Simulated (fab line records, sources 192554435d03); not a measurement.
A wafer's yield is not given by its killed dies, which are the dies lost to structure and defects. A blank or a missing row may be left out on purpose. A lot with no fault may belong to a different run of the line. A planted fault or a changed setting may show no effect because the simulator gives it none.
Matching of chambers + flow n5 finfet + N5_BEOL_M7_STRIP_19 on rie diel-02: 4 sister chambers
The step strips in O2. 4 wafers are shown with their chamber, then 10 later ones without.

== EACH WAFER AND ITS CHAMBER ==
| wafer  | chamber | drypump motor current A (A) |
|--------|---------|-----------------------------|
| L086.3 | 0       | 6.5                         |
| L088.5 | 3       | 5.9                         |
| L087.1 | 1       | 5.9                         |
| L087.3 | 2       | 5.2                         |

== WAFERS WITHOUT THEIR CHAMBER ==
| wafer  | drypump motor current A (A) |
|--------|-----------------------------|
| L087.6 | 6.6                         |
| L091.3 | 5.9                         |
| L091.5 | 5.9                         |
| L091.6 | 5.2                         |
| L094.1 | 5.9                         |
| L094.2 | 5.2                         |
| L094.5 | 6.5                         |
| L095.2 | 5.2                         |
| L095.3 | 5.9                         |
| L095.4 | 5.9                         |

== THE CHAMBER EACH PASSED THROUGH ==
| wafer  | from the rows above     | in truth |
|--------|-------------------------|----------|
| L087.6 | 0                       | 0        |
| L091.3 | can't be placed: 1 or 3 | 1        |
| L091.5 | can't be placed: 1 or 3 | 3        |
| L091.6 | 2                       | 2        |
| L094.1 | can't be placed: 1 or 3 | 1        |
| L094.2 | 2                       | 2        |
| L094.5 | 0                       | 0        |
| L095.2 | 2                       | 2        |
| L095.3 | can't be placed: 1 or 3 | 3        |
| L095.4 | can't be placed: 1 or 3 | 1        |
Correct placement for 5 of the 10. From these rows, 5 cannot be placed; in 5 the true chamber is one of the candidates. Wrongly placed: 0.
How it was worked out, from the rows above alone: a wafer's distance from a chamber is the root of the sum, over the readings, of the square of ((its reading less the chamber's mean) divided by the reading's scatter). The wafer belongs to the nearest chamber; if the next one is less than 2 further off, it can't be placed. The mean given for a chamber averages the wafers shown for that chamber. The scatter (one wafer shown for each chamber): square how far every hidden wafer sits from the nearest shown wafer, average those squares and take the square root.
